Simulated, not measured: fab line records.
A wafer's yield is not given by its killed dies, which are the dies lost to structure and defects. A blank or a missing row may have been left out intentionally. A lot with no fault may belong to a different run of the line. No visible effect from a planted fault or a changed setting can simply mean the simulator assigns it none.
One fault seen from 2 desks || flow n5_finfet || each desk holds nothing but its own numbers, with what lay behind them at the end

== TOOL OWNER'S DESK, pvd_sputter-02 ==
The tool's own readings at N5_BEOL_M5_HM_DEP_02 (deposits TiN, target thk 20 nm): means of the sampled wafers that have a number, for each lot that ran on this tool. Marked OUT: a lot whose mean sits more than 4 standard deviations from the usual mean, which makes it out of limits; the brackets give that distance.
Columns: A = throttle_valve_pct at N5_BEOL_M5_HM_DEP_02, usual 29.9 %
{"lot": "L381", "first seen here": "day 8 01:16", "A": 29.9}
{"lot": "L391", "first seen here": "day 10 12:05", "A": 29.6}
{"lot": "L396", "first seen here": "day 12 12:56", "A": 30.0}
{"lot": "L401", "first seen here": "day 13 16:01", "A": 30.0}
Finding of this desk: none of the 4 lots has anything out of limits.

== THE DEFECT DESK ==
Per lot, the means of the sampled wafers with a number show what the inspections along the route counted. Marked OUT: a lot whose mean sits more than 4 standard deviations from the usual mean, which makes it out of limits; the brackets give that distance.
Columns: A = raw_defect_count at N5_BEOL_M5_INSPECT_13, usual 407
{"lot": "L381", "first seen here": "day 8 01:59", "A": 386}
{"lot": "L382", "first seen here": "day 8 07:11", "A": 384}
{"lot": "L390", "first seen here": "day 10 09:12", "A": 316}
{"lot": "L391", "first seen here": "day 10 12:42", "A": 357}
{"lot": "L396", "first seen here": "day 12 13:34", "A": "861 (+5.0) OUT"}
{"lot": "L395", "first seen here": "day 12 19:41", "A": 438}
{"lot": "L397", "first seen here": "day 13 00:42", "A": 445}
{"lot": "L398", "first seen here": "day 13 00:56", "A": 459}
{"lot": "L401", "first seen here": "day 13 16:38", "A": "826 (+4.6) OUT"}
{"lot": "L403", "first seen here": "day 14 10:35", "A": 421}
This desk finds L396, L401 out of limits, L396 being first, at day 12 13:34 (raw_defect_count at N5_BEOL_M5_INSPECT_13). Within limits: L381, L382, L390, L391, L395, L397, L398, L403.

== BROUGHT TOGETHER ==
The defect desk could have raised an alarm at day 12 13:34, on L396, L401.
Nothing out of limits was seen by the tool owner's desk.
Tool owner's desk: L396, L401 on record, inside its limits.
On pvd_sputter-02, each named lot ran N5_BEOL_M5_HM_DEP_02.

== WHAT THE SIMULATOR HAD INSERTED ==
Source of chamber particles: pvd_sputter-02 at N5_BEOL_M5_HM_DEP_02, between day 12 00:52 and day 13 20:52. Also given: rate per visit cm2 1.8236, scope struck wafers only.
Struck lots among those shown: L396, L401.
Hours from the fault's start to each desk's first reading out of limits: the defect desk, 13.
